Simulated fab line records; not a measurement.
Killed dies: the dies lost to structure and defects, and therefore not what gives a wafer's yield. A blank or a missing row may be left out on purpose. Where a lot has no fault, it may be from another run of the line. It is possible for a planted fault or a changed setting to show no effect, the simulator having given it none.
Chamber matching | flow n5Finfet | N5_MOL_CONTACT_COAG_STRIP_98 on rieDiel-05: 4 sister chambers
The step strips in N2/H2. 20 wafers are shown with their chamber, then 10 later ones without.

## EACH WAFER AND ITS CHAMBER
wafer  | chamber | drypumpMotorCurrentA (A) | showerheadPlenumPTorr (Torr) | oesProductAu (a.u.)
L077.1 | 1       | 5.9                      | 3.30                         | 0.93
L077.3 | 3       | 6.7                      | 3.38                         | 0.78
L077.5 | 1       | 5.9                      | 3.30                         | 0.92
L079.3 | 2       | 5.2                      | 3.30                         | 0.67
L079.4 | 1       | 5.9                      | 3.30                         | 0.90
L079.5 | 2       | 5.1                      | 3.30                         | 0.67
L081.2 | 2       | 5.1                      | 3.30                         | 0.66
L081.4 | 1       | 5.9                      | 3.30                         | 0.92
L081.6 | 2       | 5.1                      | 3.30                         | 0.67
L084.1 | 0       | 6.1                      | 3.30                         | 0.92
L084.4 | 2       | 5.1                      | 3.30                         | 0.98
L084.6 | 1       | 5.9                      | 3.29                         | 0.88
L087.1 | 2       | 5.1                      | 3.30                         | 0.92
L087.2 | 3       | 6.7                      | 3.37                         | 0.75
L087.6 | 1       | 5.9                      | 3.29                         | 0.88
L088.4 | 2       | 5.1                      | 3.29                         | 0.93
L088.5 | 3       | 6.7                      | 3.37                         | 0.75
L088.6 | 2       | 5.1                      | 3.29                         | 0.92
L093.1 | 0       | 6.0                      | 3.29                         | 0.87
L093.3 | 3       | 6.7                      | 3.36                         | 0.74

SIGNATURES, as means of the wafers listed above
reading               | chamber 0 | chamber 1 | chamber 2 | chamber 3 | scatter within a chamber
drypumpMotorCurrentA  | 6.050     | 5.900     | 5.112     | 6.700     | 0.0293
showerheadPlenumPTorr | 3.2950    | 3.2967    | 3.2975    | 3.3700    | 0.00577
oesProductAu          | 0.8950    | 0.9050    | 0.8025    | 0.7550    | 0.0977
Rule: for a wafer and a chamber, the distance is found by dividing, reading by reading, the gap between the wafer's reading and the chamber's mean by the reading's scatter, squaring, summing and taking the root. If the next closest chamber is less than 2 further off than the closest, the wafer can't be placed; otherwise it belongs to the closest. How the scatter is found: for the shown wafers, subtract from each reading the mean of its chamber, square and add these, divide the total by (wafers less chambers), then take the root.

## WAFERS WITH NO CHAMBER GIVEN
wafer  | drypumpMotorCurrentA (A) | showerheadPlenumPTorr (Torr) | oesProductAu (a.u.)
L093.4 | 5.1                      | 3.29                         | 0.89
L094.1 | 6.6                      | 3.36                         | 0.74
L094.3 | 5.1                      | 3.29                         | 0.90
L094.4 | 5.9                      | 3.28                         | 0.87
L096.2 | 6.1                      | 3.29                         | 0.88
L096.3 | 5.1                      | 3.29                         | 0.89
L096.4 | 5.9                      | 3.28                         | 0.85
L097.2 | 5.9                      | 3.28                         | 0.85
L097.4 | 6.7                      | 3.36                         | 0.74
L097.5 | 6.7                      | 3.36                         | 0.73

## CHAMBER TAKEN BY EACH
wafer  | from the rows above | in truth
L093.4 | 2                   | 2
L094.1 | 3                   | 3
L094.3 | 2                   | 2
L094.4 | 1                   | 1
L096.2 | 0                   | 0
L096.3 | 2                   | 2
L096.4 | 1                   | 1
L097.2 | 1                   | 1
L097.4 | 3                   | 3
L097.5 | 3                   | 3
Placed correctly: 10 of 10. Not placeable from these rows: 0. Placed wrongly: 0.
